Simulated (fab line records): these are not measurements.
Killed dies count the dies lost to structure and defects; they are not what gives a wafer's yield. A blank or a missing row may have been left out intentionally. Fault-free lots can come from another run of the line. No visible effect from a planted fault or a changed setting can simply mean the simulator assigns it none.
Matching of chambers	flow nand harc	NHARC_A_CHANNEL_HOLE_D1_ETCH_39 on rie diel-02 has 4 sister chambers
The step etches the open film in N2/H2, target depth 260 nm, time 325 s. 18 wafers are shown with their chamber, then 9 later ones without.

WAFERS, EACH WITH ITS CHAMBER
wafer	chamber	showerhead plenum p Torr (Torr)	drypump motor current A (A)	rf vpp V (V)
L617.1	3	2.02	5.0	431.4
L617.3	2	2.08	5.9	431.6
L617.5	3	2.03	5.0	430.0
L621.2	2	2.08	5.9	431.2
L621.4	0	1.99	5.8	427.0
L621.6	1	2.12	5.4	433.2
L622.1	1	2.12	5.5	432.8
L622.4	3	2.02	5.0	428.8
L622.6	0	1.99	5.8	427.8
L631.2	0	1.98	5.8	428.7
L631.3	3	2.02	4.9	428.7
L631.5	1	2.12	5.4	432.6
L630.1	3	2.02	5.0	429.7
L630.4	0	1.98	5.8	428.8
L630.5	2	2.08	5.9	431.2
L634.2	0	1.98	5.8	431.0
L634.5	0	1.98	5.8	430.3
L634.6	3	2.02	5.0	430.7

SIGNATURES, as means of the wafers listed above
reading	chamber 0	chamber 1	chamber 2	chamber 3	scatter within a chamber
showerhead plenum p Torr	1.9833	2.1200	2.0800	2.0217	0.00393
drypump motor current A	5.800	5.433	5.900	4.983	0.0327
rf vpp V	428.933	432.867	431.333	429.883	1.11
Rule: a wafer lies at a distance from a chamber equal to the root of the sum of squares, over the readings, of (its reading less the chamber's mean, divided by the reading's scatter). The wafer belongs to the nearest chamber; if the next one is less than 2 further off, it can't be placed. The scatter is the square root of a quotient: the sum, over the shown wafers, of each reading's squared deviation from its chamber's mean, divided by wafers minus chambers.

WAFERS MISSING THEIR CHAMBER
wafer	showerhead plenum p Torr (Torr)	drypump motor current A (A)	rf vpp V (V)
L635.1	2.12	5.4	431.6
L635.2	1.98	5.8	428.0
L635.4	2.02	4.9	430.3
L637.2	2.02	4.9	429.3
L637.3	2.08	5.9	431.1
L637.6	2.12	5.4	431.3
L639.3	2.12	5.5	433.0
L639.5	2.07	5.9	432.3
L639.6	2.12	5.5	432.3

CHAMBER TAKEN BY EACH
wafer	from the rows above	in truth
L635.1	1	1
L635.2	0	0
L635.4	3	3
L637.2	3	3
L637.3	2	2
L637.6	1	1
L639.3	1	1
L639.5	2	2
L639.6	1	1
Placed correctly: 9 of 9. Can't be placed from these rows: 0. Wrongly placed: 0.
